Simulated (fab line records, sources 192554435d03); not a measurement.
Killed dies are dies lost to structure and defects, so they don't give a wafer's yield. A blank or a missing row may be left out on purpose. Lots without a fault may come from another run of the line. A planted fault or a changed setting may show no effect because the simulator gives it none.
Chamber matching | flow n5_finfet | N5_BEOL_M1_ALD_84 on ald_metal-01: 4 sister chambers
The step deposits TaN, pulse time 2 s, purge time 3 s, co reactant purge time 2 s. 8 wafers are shown with their chamber, then 9 later ones without.

WAFERS WITH THEIR CHAMBER
wafer  | chamber | heater_power_w (W) | mfc_carrier_sccm (sccm)
L084.4 | 0       | 469                | 1503
L084.6 | 0       | 464                | 1504
L086.1 | 2       | 380                | 1498
L086.2 | 1       | 397                | 1505
L086.3 | 3       | 461                | 1504
L087.1 | 3       | 455                | 1494
L087.4 | 1       | 386                | 1499
L087.5 | 2       | 375                | 1503

WAFERS WITHOUT THEIR CHAMBER
wafer  | heater_power_w (W) | mfc_carrier_sccm (sccm)
L089.3 | 401                | 1498
L089.4 | 439                | 1501
L089.6 | 381                | 1500
L090.2 | 398                | 1502
L090.4 | 381                | 1507
L090.6 | 450                | 1500
L097.2 | 446                | 1495
L097.3 | 461                | 1508
L097.5 | 474                | 1505

WHICH CHAMBER EACH WENT THROUGH
wafer  | from the rows above     | in truth
L089.3 | 1                       | 1
L089.4 | can't be placed: 3 or 0 | 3
L089.6 | can't be placed: 2 or 1 | 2
L090.2 | 1                       | 1
L090.4 | can't be placed: 2 or 1 | 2
L090.6 | can't be placed: 3 or 0 | 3
L097.2 | can't be placed: 3 or 0 | 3
L097.3 | can't be placed: 0 or 3 | 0
L097.5 | can't be placed: 0 or 3 | 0
Placed correctly: 2 of 9. Can't be placed from these rows: 7 (the true chamber is among the candidates in 7). Placed wrongly: 0.
How it was worked out, from the rows above alone: a wafer's distance from a chamber is the root of the sum, over the readings, of the square of ((its reading less the chamber's mean) divided by the reading's scatter). The wafer belongs to the nearest chamber; if the next one is less than 2 further off, it can't be placed. A chamber's mean is the mean of its shown wafers. The scatter: the root of (the sum of the squares of (reading less its chamber's mean) over the shown wafers, divided by (wafers less chambers)).
